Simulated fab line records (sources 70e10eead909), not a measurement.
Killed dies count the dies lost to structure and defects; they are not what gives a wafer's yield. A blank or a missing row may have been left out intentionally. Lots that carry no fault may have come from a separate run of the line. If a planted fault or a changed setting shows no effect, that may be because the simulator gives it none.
Which of the tools did it? -- flow nandHarc -- Sampling: 12 lots, 36 wafers, 6 of 1302 route steps

== WHAT THE GAUGES SHOWED, per wafer ==
NHARC_P_ZERO_WELL_CD_MEAS_52: target cd 2000 nm.
lot,measured,on,cdNm (nm)
L428,day 2 11:29,cdSem-02,2004.1 2001.6 2001.9
L429,day 2 21:37,cdSem-03,1998.7 2005.6 1998.1
L431,day 3 17:46,cdSem-03,1998.8 1999.6 2001.3
L432,day 4 03:41,cdSem-03,2004.0 1997.7 2001.1
L433,day 4 14:08,cdSem-03,1904.2 1898.0 1902.0
L434,day 4 23:45,cdSem-01,1996.2 2003.4 2004.7
L442,day 8 07:43,cdSem-02,1997.7 1997.3 2003.8
L443,day 8 18:28,cdSem-02,2004.0 1997.2 2001.6
L445,day 9 13:32,cdSem-02,1998.5 1995.3 2003.7
L446,day 9 23:58,cdSem-03,2001.6 2000.3 2002.7
L447,day 10 09:55,cdSem-03,1998.9 1998.1 2000.6
L450,day 11 15:52,cdSem-02,2000.3 1998.6 2003.0

NHARC_END_SORT_01.
lot,measured,on,killedAtArray,killedAtOther,killedAtPeriphery,killedDies,killedOpen,killedShort
L442,day 30 13:35,prober-02,75 83,2 0,4 3,81 86,4 3,3 2

== EACH LOT AND THE TOOL THAT RAN IT (in order: tool; ch and the chambers of the sampled wafers; start) ==
lot,NHARC_P_ZERO_WELL_EXPOSE_49,NHARC_P_STI_ETCH_42,NHARC_P_STI_ETCH_31,NHARC_P_STI_CMP_21
L428,"krfScanner-02 ch 0, day 2 11:20","rieDiel-08 ch 1,2,3, day 3 09:26","rieDiel-08 ch 0,1,2, day 4 07:52 or earlier","cmp-03 ch 0,2,3, day 4 07:52"
L429,"krfScanner-03 ch 0, day 2 21:28","rieDiel-09 ch 2,3, day 3 19:50","rieDiel-09 ch 0,2,3, day 4 17:08 or earlier","cmp-04 ch 1,2, day 4 17:08"
L431,"krfScanner-04 ch 0, day 3 17:37","rieDiel-08 ch 0,1,3, day 4 12:18","rieDiel-08 ch 0,2, day 5 08:26 or earlier","cmp-01 ch 0,3, day 5 08:26"
L432,"krfScanner-03 ch 0, day 4 03:32","rieDiel-05 ch 0,2,3, day 4 21:43","rieDiel-05 ch 0,1,2, day 5 15:11 or earlier","cmp-03 ch 0,2,3, day 5 15:11"
L433,"krfScanner-04 ch 0, day 4 13:59","rieDiel-05 ch 0,1,3, day 5 07:28","rieDiel-05 ch 0,1,2, day 6 01:13 or earlier","cmp-04 ch 0,3, day 6 01:13"
L434,"krfScanner-04 ch 0, day 4 23:36","rieDiel-08 ch 1,3, day 5 17:38","rieDiel-08 ch 2,3, day 6 12:27 or earlier","cmp-01 ch 2,3, day 6 12:27"
L442,"krfScanner-02 ch 0, day 8 07:34","rieDiel-05 ch 0,1,3, day 9 03:06","rieDiel-05 ch 1,3, day 10 01:25 or earlier","cmp-03 ch 0,2, day 10 01:25"
L443,"krfScanner-03 ch 0, day 8 18:19","rieDiel-08 ch 1,2, day 9 17:20","rieDiel-08 ch 0,1, day 10 23:16 or earlier","cmp-03 ch 1,2,3, day 10 23:16"
L445,"krfScanner-03 ch 0, day 9 13:23","rieDiel-09 ch 0,1, day 10 06:35","rieDiel-09 ch 0,1,3, day 11 09:30 or earlier","cmp-03 ch 0,1, day 11 09:30"
L446,"krfScanner-04 ch 0, day 9 23:49","rieDiel-05 ch 0,1,3, day 10 23:29","rieDiel-05 ch 0,1, day 11 19:27 or earlier","cmp-03 ch 0,1, day 11 19:27"
L447,"krfScanner-02 ch 0, day 10 09:45","rieDiel-09 ch 0,2,3, day 11 12:40","rieDiel-09 ch 0,1,3, day 12 09:53 or earlier","cmp-01 ch 0,1,2, day 12 09:53"
L450,"krfScanner-04 ch 0, day 11 15:43","rieDiel-08 ch 0,1,3, day 12 08:46","rieDiel-08 ch 0,2,3, day 13 04:15 or earlier","cmp-03 ch 0,2, day 13 04:15"
- NHARC_P_ZERO_WELL_EXPOSE_49: exposes mask P HVPW, target cd 2000 nm.
- NHARC_P_STI_ETCH_42: etches the open film in N2/H2, target depth 80 nm, overetch 24 nm, time 61 s.
- NHARC_P_STI_ETCH_31: etches the open film in CF4/CHF3, target depth 108.9 nm, time 54.5 s.
- NHARC_P_STI_CMP_21: polishes, t overpolish 20 s, target thk 380.67 nm.

== AS READ BY THE TOOLS THEMSELVES (means over the sampled wafers that have a number; for cases with no such wafer, the mark the record gives instead) ==
NHARC_P_STI_ETCH_42.
lot,tool,drypumpMotorCurrentA (A),oesProductAu (a.u.),rfVppV (V),showerheadPlenumPTorr (Torr),throttleValvePct (%)
L428,rieDiel-08,5.7,0.973,430.5,2.06,14.169
L429,rieDiel-09,5.8,0.988,430.3,2.05,14.171
L431,rieDiel-08,5.3,0.988,430.0,2.01,14.157
L432,rieDiel-05,5.9,0.989,430.3,2.03,14.177
L433,rieDiel-05,5.8,0.985,431.4,2.09,14.164
L434,rieDiel-08,5.4,1.001,429.2,1.98,14.176
L442,rieDiel-05,5.8,0.979,432.0,2.09,14.171
L443,rieDiel-08,5.6,0.988,430.7,2.03,14.172
L445,rieDiel-09,5.6,1.010,427.1,1.93,14.173
L446,rieDiel-05,5.9,0.986,432.0,2.09,14.171
L447,rieDiel-09,6.1,0.988,431.0,2.04,14.172
L450,rieDiel-08,5.3,0.999,429.5,2.00,14.166

NHARC_P_STI_ETCH_31.
lot,tool,drypumpMotorCurrentA (A),oesProductAu (a.u.),rfVppV (V),showerheadPlenumPTorr (Torr),throttleValvePct (%)
L428,rieDiel-08,5.5,0.965,370.9,1.59,16.798
L429,rieDiel-09,6.0,0.971,369.5,1.58,16.806
L431,rieDiel-08,5.8,0.957,372.6,1.64,16.789
L432,rieDiel-05,5.9,0.955,371.2,1.57,16.802
L433,rieDiel-05,5.9,0.949,369.8,1.57,16.793
L434,rieDiel-08,5.8,0.942,372.3,1.60,16.798
L442,rieDiel-05,6.1,0.945,371.5,1.61,16.803
L443,rieDiel-08,5.2,0.953,369.3,1.53,16.802
L445,rieDiel-09,5.8,0.970,370.4,1.55,16.809
L446,rieDiel-05,5.9,0.955,372.1,1.61,16.800
L447,rieDiel-09,5.8,0.926,369.5,1.55,16.826
L450,rieDiel-08,5.6,0.935,371.4,1.60,16.813

NHARC_P_STI_CMP_21.
lot,tool,motorCurrentA (A),overpolishRunS (s)
L428,cmp-03,12.2,20.001
L429,cmp-04,13.3,20.002
L431,cmp-01,12.9,19.999
L432,cmp-03,12.0,20.002
L433,cmp-04,11.3,20.006
L434,cmp-01,13.7,19.996
L442,cmp-03,12.9,19.996
L443,cmp-03,12.4,19.999
L445,cmp-03,13.7,19.997
L446,cmp-03,13.7,20.008
L447,cmp-01,11.6,19.992
L450,cmp-03,13.1,20.002

== THE ANSWER, worked out from the rows above alone ==
Rule: the lots themselves supply what counts as usual. The widest of any qualifying gaps counts: lots, ordered by their means at a reading, are off when they make up no more than a third of the lots, leave a main group of 4 or more, and stand apart from it by 3 or more times the standard deviation of that group's means. Not used: any main group whose means are identical at the precision the tables above print for the reading. Also off: a lot with no number at a reading for which 4 or more lots have one. The other lots that the step has rows for count as sound. Order of review: gauges by route order, followed by the tools' own readings, for which a lot's mean as printed above is used. The first step at which some lot is off is used, and at that step the reading that is off furthest; a lot without a number counts as furthest.
Off: L433 (NHARC_P_ZERO_WELL_CD_MEAS_52, cdNm). The main group has a mean of 2000.6 nm with a standard deviation of 1.
A tool fits if, at a process step before that reading, it ran every lot that is off, and no sound lot after the first of them. The gauges at NHARC_P_ZERO_WELL_CD_MEAS_52 are tried like those tools. Not one of the candidates tried fits.

== WHAT THE SIMULATOR PUT IN ==
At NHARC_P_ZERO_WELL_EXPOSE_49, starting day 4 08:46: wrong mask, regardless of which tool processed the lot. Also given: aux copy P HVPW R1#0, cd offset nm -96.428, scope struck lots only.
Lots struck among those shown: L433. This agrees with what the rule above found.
